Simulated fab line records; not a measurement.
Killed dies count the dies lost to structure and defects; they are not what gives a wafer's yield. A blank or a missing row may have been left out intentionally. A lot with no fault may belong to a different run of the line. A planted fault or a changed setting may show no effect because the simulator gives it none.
fab line records	flow n5_finfet
record lots=10	wafers=29	last_day=16
route steps=1938 shown BEOL_M5@1116 PASSIVATION@1936
lots with no fault: from the same line, run without faults
start_h: hours from the record's opening day to when the first of the lot's shown wafers began	wait_h: hours from the lot's prior step to this one	" as in the row above	L1.1+2: a single row standing in for several wafers	- no value present, or no start provided	* or withheld: withheld	< > ~ a bound
route shown NAME@n: NAME is a module with steps in the file, n the number in the route of the first one	usual: the fault-free wafers' mean and standard deviation	same: alike in all rows	chamber/n: place in a boat	sites: each site's reading	_std_site: how widely they spread, as a standard deviation	_edge_site: mean of outer sites minus mean of inner sites	radius_mm: how far each site lies from the wafer's centre	mask NAME#n: copy n	behind: the most recent tool/chamber to have shaped the wafer	hold: what put the lot on hold/how long, in hours/how the hold closed	device: transistor that didn't switch, given as n, p or np	end of line: the route-end tests of the same wafers	a step without rows: its recipe alone	killed: at the first sort, the dies lost to defects and structure; wafer yield is something else	map: per-die view of a wafer (x killed, . not killed, _ where there is no die)
set.NAME: setting as actually run; set.NAME@STEP: the setting as run at that earlier step	model.NAME: the simulator's own value behind a step, which no gauge read
route steps across a sampled set of lots; one table per step, one row per wafer
services: when a tool's chamber went out of use (start_h, in hours from the record's first day, below 0 if earlier), for how many hours, and the reason
## steps
# step N5_BEOL_M5_HM_DEP_02
# recipe material=TiN	target_thk_a=200	temp_c=25	chamber_pressure_pa=0.49996
# usual chamber_pressure_pa=0.5000/0.00091	throttle_valve_pct=29.9/0.81
lot.wafer	tool	chamber	start_h	wait_h	chamber_pressure_pa	throttle_valve_pct
L381.2	pvd_sputter-03	-	181.48	1.1	0.4998	29.5
L381.3	"	-	"	"	0.5005	31.2
L381.6	"	-	"	"	0.5002	30.1
L383.2	pvd_sputter-03	-	215.73	3.2	0.5008	31.3
L383.6	"	-	"	"	0.5002	30.7
L386.1	pvd_sputter-03	-	216.41	0.8	0.5012	31.1
L386.3	"	-	"	"	0.4998	29.9
L386.5	"	-	"	"	0.4999	31.2
L389.1	pvd_sputter-03	-	227.57	3.5	0.5001	30.9
L389.5	"	-	"	"	0.5000	31.1
L389.6	"	-	"	"	0.5003	30.2
L391.1	pvd_sputter-01	-	244.98	0.4	0.5007	29.9
L391.3	"	-	"	"	0.5005	30.3
L391.5	"	-	"	"	0.4995	30.7
L393.2	pvd_sputter-02	-	255.68	0.3	0.4985	30.3
L393.5	"	-	"	"	0.4995	30.4
L393.6	"	-	"	"	0.4994	27.8
L394.1	pvd_sputter-01	-	271.80	1.1	0.4995	30.1
L394.4	"	-	"	"	0.5001	29.1
L394.5	"	-	"	"	0.5005	29.4
L397.2	pvd_sputter-01	-	273.48	0.0	0.5010	29.0
L397.3	"	-	"	"	0.5015	30.4
L397.5	"	-	"	"	0.5013	30.1
L395.1	pvd_sputter-01	-	276.08	0.6	0.4991	30.0
L395.4	"	-	"	"	0.5005	30.5
L395.6	"	-	"	"	0.4996	29.8
L396.3	pvd_sputter-02	-	280.67	2.6	0.4998	28.9
L396.4	"	-	"	"	0.4993	30.1
L396.6	"	-	"	"	0.4994	28.8
# step N5_BEOL_M5_DESCUM_16
# recipe chemistry=O2	time_s=7	source_power_w=50	bias_power_w=20	pressure_mtorr=20	rf_frequency_hz=2.712e+07	temp_c=40	resist=CAR-EUV	o2_flow_sccm=225
# usual bias_power_w=20.00/0.056	drypump_motor_current_A=5.8/0.53	oes_product_au=0.80/0.071	rf_fwd_power_W=49.44/0.24	rf_vpp_V=243.1/1.4	showerhead_plenum_p_Torr=2.09/0.066	throttle_valve_pct=20.38/0.21
lot.wafer	tool	chamber	start_h	wait_h	bias_power_w	drypump_motor_current_A	oes_product_au	rf_fwd_power_W	rf_hours_counter_h	rf_vpp_V	showerhead_plenum_p_Torr	throttle_valve_pct
L381.2	rie_diel-03	2	181.99	0.0	20.11	5.8	0.78	49.45	109	245.3	2.11	20.23
L381.3	"	0	"	"	20.07	6.0	0.84	49.85	61	243.6	2.10	20.39
L381.6	"	1	"	"	19.97	6.6	0.77	49.23	-	242.6	2.06	20.30
L383.2	rie_diel-05	0	216.25	0.0	19.92	5.1	0.71	49.28	191	242.1	2.01	20.45
L383.6	"	0	"	"	20.05	5.1	0.71	49.43	-	240.8	2.01	20.43
L386.1	rie_diel-05	0	217.24	0.2	19.98	5.1	0.71	49.61	192	241.6	2.01	20.44
L386.3	"	3	"	"	20.14	5.8	0.72	49.72	206	243.7	2.18	20.84
L386.5	"	2	"	"	20.02	5.0	0.85	49.24	-	244.1	2.02	20.38
L389.1	rie_diel-03	0	228.09	0.0	19.93	6.0	0.82	49.74	76	242.7	2.10	20.40
L389.5	"	1	"	"	20.01	6.6	0.75	49.03	-	240.8	2.06	20.33
L389.6	"	0	"	"	19.98	6.1	0.81	49.75	-	243.1	2.10	20.42
L391.1	rie_diel-05	2	245.53	0.0	20.05	5.0	0.84	49.24	86	243.4	2.02	20.39
L391.3	"	0	"	"	19.92	5.1	0.70	49.51	201	241.0	2.01	20.45
L391.5	"	3	"	"	19.97	5.8	0.70	49.83	-	245.1	2.18	20.86
L393.2	rie_diel-01	2	256.32	0.0	20.02	5.3	0.86	49.65	43	242.8	2.05	20.30
L393.5	"	2	"	"	20.00	5.3	0.88	49.66	-	241.7	2.05	20.30
L393.6	"	1	"	"	19.92	5.4	0.84	49.25	-	243.1	2.05	20.06
L394.1	rie_diel-01	3	272.59	0.3	20.07	6.0	0.82	49.35	79	242.6	2.11	20.34
L394.4	"	2	"	"	19.99	5.2	0.87	49.70	48	243.8	2.05	20.32
L394.5	"	2	"	"	19.93	5.3	0.87	49.52	-	242.4	2.05	20.32
L397.2	rie_diel-05	2	274.24	0.2	20.01	5.0	0.83	49.26	95	243.3	2.01	20.41
L397.3	"	1	"	"	20.06	6.0	0.97	49.84	9	244.8	2.14	19.95
L397.5	"	1	"	"	20.01	5.9	0.98	49.49	-	243.4	2.14	19.95
L395.1	rie_diel-03	0	276.76	0.1	20.11	6.0	0.79	49.63	91	243.7	2.09	20.43
L395.4	"	3	"	"	19.96	6.5	0.86	49.09	59	245.5	2.22	20.35
L395.6	"	2	"	"	20.03	5.8	0.76	49.59	-	244.6	2.09	20.30
L396.3	rie_diel-03	1	281.54	0.3	20.06	6.6	0.74	49.13	189	242.6	2.05	20.35
L396.4	"	3	"	"	20.04	6.5	0.85	49.43	-	245.3	2.22	20.35
L396.6	"	0	"	"	20.00	6.0	0.79	49.56	-	242.7	2.09	20.43
# step N5_BEOL_M5_CD_MEAS_18
# recipe pitch_nm=56	target_cd_nm=28
# usual cd_nm=28.1/0.45
lot.wafer	tool	chamber	start_h	wait_h	cd_nm
L381.2	cd_sem-01	-	182.51	0.1	28.9
L381.3	"	-	"	"	28.1
L381.6	"	-	"	"	28.4
L383.2	cd_sem-03	-	216.80	0.1	28.9
L383.6	"	-	"	"	28.1
L386.1	cd_sem-03	-	217.67	0.0	28.0
L386.3	"	-	"	"	27.7
L386.5	"	-	"	"	27.9
L389.1	cd_sem-03	-	228.51	0.0	28.8
L389.5	"	-	"	"	27.7
L389.6	"	-	"	"	28.0
L391.1	cd_sem-03	-	246.05	0.0	27.7
L391.3	"	-	"	"	28.1
L391.5	"	-	"	"	27.9
L393.2	cd_sem-03	-	256.84	0.1	28.2
L393.5	"	-	"	"	28.5
L393.6	"	-	"	"	28.3
L394.1	cd_sem-01	-	273.17	0.0	27.3
L394.4	"	-	"	"	27.6
L394.5	"	-	"	"	27.4
L397.2	cd_sem-01	-	274.67	0.1	28.8
L397.3	"	-	"	"	27.8
L397.5	"	-	"	"	28.2
L395.1	cd_sem-02	-	277.22	0.1	28.7
L395.4	"	-	"	"	29.2
L395.6	"	-	"	"	28.8
L396.3	cd_sem-02	-	282.26	0.1	27.7
L396.4	"	-	"	"	28.7
L396.6	"	-	"	"	28.6
# step N5_BEOL_M5_OVL_MEAS_29
# recipe points_per_wafer=522
# usual V4_OVL=0.0/0.6
lot.wafer	tool	chamber	start_h	wait_h	V4_OVL[nm]
L381.2	overlay-01	0	184.60	0.0	0.0
L381.3	"	0	"	"	-0.8
L381.6	"	0	"	"	-0.6
L386.1	overlay-02	0	220.62	0.0	-0.6
L386.3	"	0	"	"	-0.4
L386.5	"	0	"	"	-0.5
L383.2	overlay-02	0	220.81	0.0	-0.4
L383.6	"	0	"	"	-0.2
L389.1	overlay-02	0	228.98	0.0	0.1
L389.5	"	0	"	"	-0.7
L389.6	"	0	"	"	-1.5
L391.1	overlay-01	0	248.62	0.0	0.4
L391.3	"	0	"	"	0.3
L391.5	"	0	"	"	1.2
L393.2	overlay-02	0	257.39	0.0	0.0
L393.5	"	0	"	"	0.3
L393.6	"	0	"	"	-0.4
L394.1	overlay-02	0	273.72	0.0	-0.4
L394.4	"	0	"	"	-0.2
L394.5	"	0	"	"	-0.5
L397.2	overlay-01	0	275.46	0.0	0.2
L397.3	"	0	"	"	-1.1
L397.5	"	0	"	"	-0.4
L395.1	overlay-01	0	280.83	0.0	0.8
L395.4	"	0	"	"	0.4
L395.6	"	0	"	"	0.1
L396.3	overlay-01	0	285.83	0.0	0.1
L396.4	"	0	"	"	0.0
L396.6	"	0	"	"	-0.7
# step N5_BEOL_M5_VIA_ETCH_34
# recipe chemistry=C4F6/O2	target=SiCOH_lowk	target_depth_a=883	mask_material=SOC	taper_deg=4	time_s=39.2	ion_energy_ev=250	pressure_mtorr=30	source_w=345	bias_w=185	Ar_flow_sccm=300	C4F6_flow_sccm=10	O2_flow_sccm=10
# usual drypump_motor_current_A=5.7/0.5	oes_f_703_au=0.79/0.067	oes_product_au=0.80/0.073	rf_fwd_power_W=341.1/1.6	rf_vpp_V=667/25	showerhead_plenum_p_Torr=2.84/0.099	throttle_valve_pct=20.82/0.2
lot.wafer	tool	chamber	start_h	wait_h	drypump_motor_current_A	oes_f_703_au	oes_product_au	rf_fwd_power_W	rf_hours_counter_h	rf_vpp_V	showerhead_plenum_p_Torr	throttle_valve_pct
L381.2	rie_diel-03	3	185.07	0.0	6.5	0.89	0.89	341.8	32	653	3.04	20.84
L381.3	"	0	"	"	6.0	0.83	0.84	343.4	61	692	2.86	20.79
L381.6	"	3	"	"	6.5	0.89	0.89	342.8	-	653	3.05	20.85
L386.1	rie_diel-01	1	222.00	0.0	5.4	0.78	0.32	342.3	47	678	2.81	20.46
L386.3	"	2	"	"	5.3	0.87	0.33	341.5	35	681	2.78	20.49
L386.5	"	3	"	"	6.0	0.85	0.32	342.7	-	632	2.93	20.93
L383.2	rie_diel-05	3	222.16	0.0	5.8	0.67	0.70	343.3	208	703	2.96	21.31
L383.6	"	2	"	"	5.0	0.82	0.84	342.7	-	675	2.73	20.68
L389.1	rie_diel-05	2	229.25	0.0	5.0	0.81	0.31	340.3	80	677	2.73	20.55
L389.5	"	3	"	"	5.8	0.67	0.27	340.7	-	704	2.96	21.18
L389.6	"	2	"	"	5.0	0.81	0.32	339.5	-	677	2.73	20.55
L391.1	rie_diel-03	3	249.04	0.0	6.5	0.86	0.85	339.8	52	655	3.04	20.88
L391.3	"	0	"	"	6.0	0.80	0.82	342.8	81	692	2.85	20.82
L391.5	"	1	"	"	6.6	0.72	0.75	338.1	-	683	2.80	20.81
L393.2	rie_diel-01	1	257.94	0.0	5.4	0.77	0.82	341.3	57	680	2.80	20.62
L393.5	"	3	"	"	6.0	0.84	0.83	340.4	-	633	2.92	21.06
L393.6	"	2	"	"	5.3	0.86	0.88	341.1	-	681	2.78	20.64
L394.1	rie_diel-05	2	273.99	0.0	5.0	0.79	0.82	340.3	95	676	2.72	20.73
L394.4	"	3	"	"	5.8	0.66	0.69	342.7	225	702	2.95	21.32
L394.5	"	3	"	"	5.8	0.66	0.69	342.5	-	702	2.95	21.33
L397.2	rie_diel-01	2	275.73	0.0	5.3	0.85	0.87	343.3	50	682	2.78	20.63
L397.3	"	3	"	"	6.1	0.83	0.82	341.3	80	631	2.92	21.07
L397.5	"	0	"	"	5.5	0.86	0.86	340.7	-	674	2.80	20.82
L395.1	rie_diel-01	3	281.10	0.0	6.0	0.83	0.82	339.3	82	631	2.92	21.07
L395.4	"	2	"	"	5.3	0.85	0.87	342.3	51	682	2.78	20.65
L395.6	"	1	"	"	5.4	0.76	0.81	342.6	-	680	2.80	20.63
L396.3	rie_diel-01	2	286.19	0.0	5.3	0.84	0.87	339.9	53	681	2.78	20.65
L396.4	"	0	"	"	5.5	0.86	0.86	340.1	57	675	2.79	20.82
L396.6	"	2	"	"	5.2	0.84	0.87	341.8	-	680	2.78	20.67
# step N5_BEOL_M5_OCD_MEAS_38
# usual trench_depth_nm=71.2/1.8
lot.wafer	tool	chamber	start_h	wait_h	trench_depth_nm
L381.2	ocd-01	-	185.31	-	71.0
L381.3	"	-	"	"	73.5
L381.6	"	-	"	"	70.6
L386.1	ocd-02	-	222.24	-	-
L386.3	"	-	"	"	-
L386.5	"	-	"	"	-
L383.2	ocd-02	-	222.40	-	69.1
L383.6	"	-	"	"	71.9
L389.1	ocd-01	-	229.49	-	-
L389.5	"	-	"	"	-
L389.6	"	-	"	"	-
L391.1	ocd-02	-	249.28	-	70.9
L391.3	"	-	"	"	73.5
L391.5	"	-	"	"	70.6
L393.2	ocd-01	-	258.18	-	70.1
L393.5	"	-	"	"	71.5
L393.6	"	-	"	"	70.8
L394.1	ocd-01	-	274.23	-	73.0
L394.4	"	-	"	"	70.0
L394.5	"	-	"	"	69.2
L397.2	ocd-02	-	275.97	-	70.8
L397.3	"	-	"	"	70.5
L397.5	"	-	"	"	75.0
L395.1	ocd-01	-	281.34	-	71.3
L395.4	"	-	"	"	72.8
L395.6	"	-	"	"	71.1
L396.3	ocd-01	-	286.43	-	73.1
L396.4	"	-	"	"	74.9
L396.6	"	-	"	"	73.0
# step N5_BEOL_M5_CD_MEAS_35
# recipe target_cd_nm=28	target_cd_y_nm=24	polarity=opening
# usual cd_nm=28.1/0.5
lot.wafer	tool	chamber	start_h	wait_h	cd_nm
L381.2	cd_sem-03	-	185.47	0.0	29.0
L381.3	"	-	"	"	28.5
L381.6	"	-	"	"	28.4
L386.1	cd_sem-03	-	222.40	0.0	-
L386.3	"	-	"	"	-
L386.5	"	-	"	"	-
L383.2	cd_sem-01	-	222.55	0.0	28.7
L383.6	"	-	"	"	28.3
L389.1	cd_sem-02	-	229.64	0.0	-
L389.5	"	-	"	"	-
L389.6	"	-	"	"	-
L391.1	cd_sem-03	-	249.43	0.0	28.2
L391.3	"	-	"	"	28.2
L391.5	"	-	"	"	27.6
L393.2	cd_sem-01	-	258.34	0.0	28.8
L393.5	"	-	"	"	28.8
L393.6	"	-	"	"	29.0
L394.1	cd_sem-02	-	274.38	0.0	27.7
L394.4	"	-	"	"	27.8
L394.5	"	-	"	"	27.5
L397.2	cd_sem-03	-	276.12	0.0	28.5
L397.3	"	-	"	"	27.8
L397.5	"	-	"	"	27.6
L395.1	cd_sem-01	-	281.49	0.0	28.7
L395.4	"	-	"	"	29.1
L395.6	"	-	"	"	29.5
L396.3	cd_sem-01	-	286.59	0.0	27.2
L396.4	"	-	"	"	28.8
L396.6	"	-	"	"	28.3
# step N5_PASSIVATION_PROBE_49
# usual killed_at_M0_to_M3=32/11	killed_at_M4_up=12/4.4	killed_at_contacts=13/6.1	killed_at_front_end=39/12	killed_at_other=3.9/3	killed_dies=100/17	killed_on_rim=13/3.9	killed_open=66/12	killed_short=33/7.4
# same gross_dies=1180	killed_at_back_side=0
lot.wafer	tool	chamber	start_h	wait_h	killed_at_M0_to_M3	killed_at_M4_up	killed_at_contacts	killed_at_front_end	killed_at_other	killed_dies	killed_on_rim	killed_open	killed_short
L386.1	prober-01	-	327.16	0.0	17	1101	19	40	3	1180	152	64	25
L386.3	prober-01	-	327.26	0.1	36	1095	8	36	5	1180	152	65	36
L386.5	prober-01	-	327.36	0.2	26	1086	15	49	4	1180	152	69	39
L389.1	prober-02	-	336.35	0.0	39	1107	9	24	1	1180	152	57	25
L389.5	prober-02	-	336.55	0.2	25	1109	2	38	6	1180	152	58	27
L389.6	prober-02	-	336.60	0.3	23	1128	3	23	3	1180	152	43	22
L391.1	prober-01	-	347.92	0.0	56	10	16	36	1	119	15	84	33
L391.3	prober-01	-	348.02	0.1	47	10	23	52	2	134	20	83	50
L391.5	prober-01	-	348.12	0.2	68	16	34	31	1	150	20	100	47
L394.1	prober-02	-	369.75	0.0	27	11	14	37	1	90	8	55	33
L394.4	prober-02	-	369.90	0.2	49	14	22	44	1	130	7	88	39
L394.5	prober-02	-	369.95	0.2	43	13	18	25	2	101	10	69	31
L395.1	prober-01	-	374.27	0.0	32	14	3	51	1	101	9	75	26
L395.4	prober-01	-	374.42	0.2	27	13	16	32	1	89	10	64	25
L395.6	prober-01	-	374.52	0.3	27	15	12	41	3	98	10	68	28
L397.2	prober-02	-	378.28	0.1	33	7	13	34	2	89	16	57	31
L397.3	prober-02	-	378.33	0.1	31	14	9	39	8	101	19	62	36
L397.5	prober-02	-	378.43	0.2	26	8	4	28	4	70	12	40	30
# killed by level:class
L386.1 BEOL_M5:area_open=1089 MOL_CONTACT_COAG:geometric_particle:open=16 STI_FIN_REVEAL:geometric_particle:open=15 STI_FIN_REVEAL:geometric_particle:short=6 BEOL_M4:geometric_particle:open=6 BEOL_M0_SAQP:geometric_particle:open=4 FIN_SAQP:geometric_particle:short=4 GATE_CUT:geometric_particle:short=4
L386.3 BEOL_M5:area_open=1079 BEOL_M0:geometric_particle:open=14 GATE_CUT:geometric_particle:short=9 BEOL_M4:geometric_particle:open=8 STI_FIN_REVEAL:geometric_particle:open=7 BEOL_M1:geometric_particle:open=6 MOL_CONTACT_COAG:geometric_particle:open=5 FIN_SAQP:geometric_particle:short=4
L386.5 BEOL_M5:area_open=1072 STI_FIN_REVEAL:geometric_particle:open=15 FIN_SAQP:geometric_particle:short=13 MOL_CONTACT_COAG:geometric_particle:open=12 BEOL_M0_SAQP:geometric_particle:short=8 BEOL_M0_SAQP:geometric_particle:open=8 BEOL_M4:geometric_particle:open=8 GATE_CUT:geometric_particle:short=6
L389.1 BEOL_M5:area_open=1098 BEOL_M3:geometric_particle:open=10 MOL_CONTACT_COAG:geometric_particle:open=6 BEOL_M0:geometric_particle:short=6 STI_FIN_REVEAL:geometric_particle:open=5 BEOL_M1:geometric_particle:open=5 FIN_SAQP:geometric_particle:open=4 DUMMY_GATE:geometric_particle:open=4
L389.5 BEOL_M5:area_open=1095 STI_FIN_REVEAL:geometric_particle:open=14 BEOL_M0_SAQP:geometric_particle:open=6 DUMMY_GATE:geometric_particle:open=5 GATE_CUT:geometric_particle:short=5 BEOL_M0_SAQP:geometric_particle:short=5 STARTING-WAFER:geometric_particle:open=5 BEOL_M4:geometric_particle:open=4
L389.6 BEOL_M5:area_open=1115 BEOL_M3:geometric_particle:open=8 BEOL_M0_SAQP:geometric_particle:open=5 STI_FIN_REVEAL:geometric_particle:open=4 BEOL_M0:geometric_particle:short=4 FIN_SAQP:geometric_particle:open=3 FIN_SAQP:geometric_particle:short=3 MOL_CONTACT_COAG:geometric_particle:open=3
L391.1 STI_FIN_REVEAL:geometric_particle:open=14 BEOL_M0_SAQP:geometric_particle:open=12 MOL_CONTACT_COAG:geometric_particle:open=12 BEOL_M2:geometric_particle:open=11 BEOL_M0_SAQP:geometric_particle:short=11 BEOL_M1:geometric_particle:open=8 BEOL_M3:geometric_particle:open=8 DUMMY_GATE:geometric_particle:open=7
L391.3 STI_FIN_REVEAL:geometric_particle:open=24 BEOL_M0_SAQP:geometric_particle:open=16 BEOL_M0_SAQP:geometric_particle:short=15 MOL_CONTACT_COAG:geometric_particle:open=14 MOL_CONTACT_COAG:geometric_particle:short=9 BEOL_M2:geometric_particle:open=8 STI_FIN_REVEAL:geometric_particle:short=7 BEOL_M4:geometric_particle:open=6
L391.5 MOL_CONTACT_COAG:geometric_particle:open=30 BEOL_M0_SAQP:geometric_particle:short=27 BEOL_M0_SAQP:geometric_particle:open=17 STI_FIN_REVEAL:geometric_particle:open=15 BEOL_M2:geometric_particle:open=10 BEOL_M4:geometric_particle:open=5 MOL_CONTACT_COAG:geometric_particle:short=4 BEOL_M3:geometric_particle:open=4
L394.1 STI_FIN_REVEAL:geometric_particle:open=14 MOL_CONTACT_COAG:geometric_particle:open=11 BEOL_M0_SAQP:geometric_particle:short=7 FIN_SAQP:geometric_particle:short=6 STARTING-WAFER:geometric_particle:open=6 BEOL_M2:geometric_particle:open=5 BEOL_M4:geometric_particle:open=5 BEOL_M1:geometric_particle:short=3
L394.4 MOL_CONTACT_COAG:geometric_particle:open=17 BEOL_M2:geometric_particle:open=17 FIN_SAQP:geometric_particle:short=11 FIN_SAQP:geometric_particle:open=10 BEOL_M0_SAQP:geometric_particle:short=9 BEOL_M4:geometric_particle:open=9 STI_FIN_REVEAL:geometric_particle:open=8 BEOL_M1:geometric_particle:open=6
L394.5 MOL_CONTACT_COAG:geometric_particle:open=15 BEOL_M3:geometric_particle:open=12 STI_FIN_REVEAL:geometric_particle:open=11 BEOL_M0_SAQP:geometric_particle:short=7 BEOL_M4:geometric_particle:open=5 BEOL_M3:geometric_particle:short=4 BEOL_M0_SAQP:geometric_particle:open=4 BEOL_M1:geometric_particle:open=4
L395.1 STI_FIN_REVEAL:geometric_particle:open=15 FIN_SAQP:geometric_particle:open=10 BEOL_M1:geometric_particle:open=8 FIN_SAQP:geometric_particle:short=7 BEOL_M0_SAQP:geometric_particle:open=6 BEOL_M4:geometric_particle:open=6 BEOL_M2:geometric_particle:open=5 DUMMY_GATE:geometric_particle:open=4
L395.4 MOL_CONTACT_COAG:geometric_particle:open=13 BEOL_M1:geometric_particle:open=11 FIN_SAQP:geometric_particle:open=9 FIN_SAQP:geometric_particle:short=7 BEOL_M4:geometric_particle:open=6 BEOL_M2:geometric_particle:open=5 DUMMY_GATE:geometric_particle:open=5 STI_FIN_REVEAL:geometric_particle:open=4
L395.6 MOL_CONTACT_COAG:geometric_particle:open=12 FIN_SAQP:geometric_particle:open=9 STI_FIN_REVEAL:geometric_particle:open=9 DUMMY_GATE:geometric_particle:open=8 BEOL_M0_SAQP:geometric_particle:open=8 BEOL_M4:geometric_particle:open=7 BEOL_M0_SAQP:geometric_particle:short=6 BEOL_M3:geometric_particle:open=6
L397.2 STI_FIN_REVEAL:geometric_particle:open=12 BEOL_M2:geometric_particle:open=9 MOL_CONTACT_COAG:geometric_particle:open=8 FIN_SAQP:geometric_particle:short=6 MOL_CONTACT_COAG:geometric_particle:short=4 BEOL_M0_SAQP:geometric_particle:short=4 BEOL_M0_SAQP:geometric_particle:open=4 BEOL_M1:geometric_particle:open=4
L397.3 FIN_SAQP:geometric_particle:open=10 BEOL_M0_SAQP:geometric_particle:open=10 BEOL_M4:geometric_particle:open=8 GATE_CUT:geometric_particle:short=7 MOL_CONTACT_COAG:geometric_particle:open=7 BEOL_M0_SAQP:geometric_particle:short=7 FIN_SAQP:geometric_particle:short=5 STI_FIN_REVEAL:geometric_particle:open=5
L397.5 FIN_SAQP:geometric_particle:short=6 BEOL_M3:geometric_particle:open=5 STARTING-WAFER:geometric_particle:short=5 FIN_SAQP:geometric_particle:open=4 BEOL_M0_SAQP:geometric_particle:short=4 BEOL_M2:geometric_particle:open=4 BEOL_M4:geometric_particle:open=4 STI_FIN_REVEAL:geometric_particle:open=3
## services
tool	chamber	start_h	hours	kind
rie_diel-05	3	158.44	5.2	repair
rie_diel-05	-	183.76	15.6	pm
rie_diel-05	0	200.72	8.9	repair
rie_diel-05	1	203.12	7.6	repair
rie_diel-05	1	211.16	-	clean
rie_diel-05	1	211.16	-	consumable_replace:focus_ring
rie_diel-05	1	211.16	31.8	scheduled_down
rie_diel-05	1	211.16	31.8	vent_cycle
rie_diel-05	3	215.05	2.0	repair
rie_diel-03	3	256.81	3.9	repair
## key
first_sign step=N5_BEOL_M5_VIA_ETCH_34	reading=oes_product_au	direction=down	sigmas=6.7	usual=0.80	struck=0.31
effect step=N5_BEOL_M5_OCD_MEAS_38	reading=trench_depth_nm	direction=missing
effect step=N5_BEOL_M5_CD_MEAS_35	reading=cd_nm	direction=missing
effect step=N5_PASSIVATION_PROBE_49	reading=killed_at_M4_up	direction=up	sigmas=99+	usual=12	struck=1104
more_kills_born_at N5_BEOL_M5_HM_OPEN_17@rie_metal-03=6548
met_at N5_BEOL_M5_HM_DEP_02
struck_lots L386,L389
later_rows_left_out L386.1,L386.3,L386.5,L389.1,L389.5,L389.6
tester_left_out L386
not_acting_at N5_BEOL_M5_DESCUM_16,N5_BEOL_M5_CD_MEAS_18,N5_BEOL_M5_OVL_MEAS_29
onset_between 215.73 216.41
earlier_fault kind=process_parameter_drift	tool=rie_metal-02	chamber=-	onset_h=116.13	steps=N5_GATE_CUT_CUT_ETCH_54	channel=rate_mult	offset=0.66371	shape=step
fault kind=process_parameter_drift	tool=pvd_sputter-03	chamber=-	onset_h=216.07	steps=N5_BEOL_M5_HM_DEP_02	channel=target_thk_a	offset=*	shape=step	acts_in=*	stated=*
# tester_left_out: of these lots the tester's yield and bins aren't shown, on N5 and GAA mostly nor the transistor test; their killed dies are dies lost to structure and defects alone, not to doping, threshold or leakage, so they don't give the yield
# later_rows_left_out: the simulator's readings of these wafers behind a module that went badly wrong aren't trusted and aren't shown, but for the sort
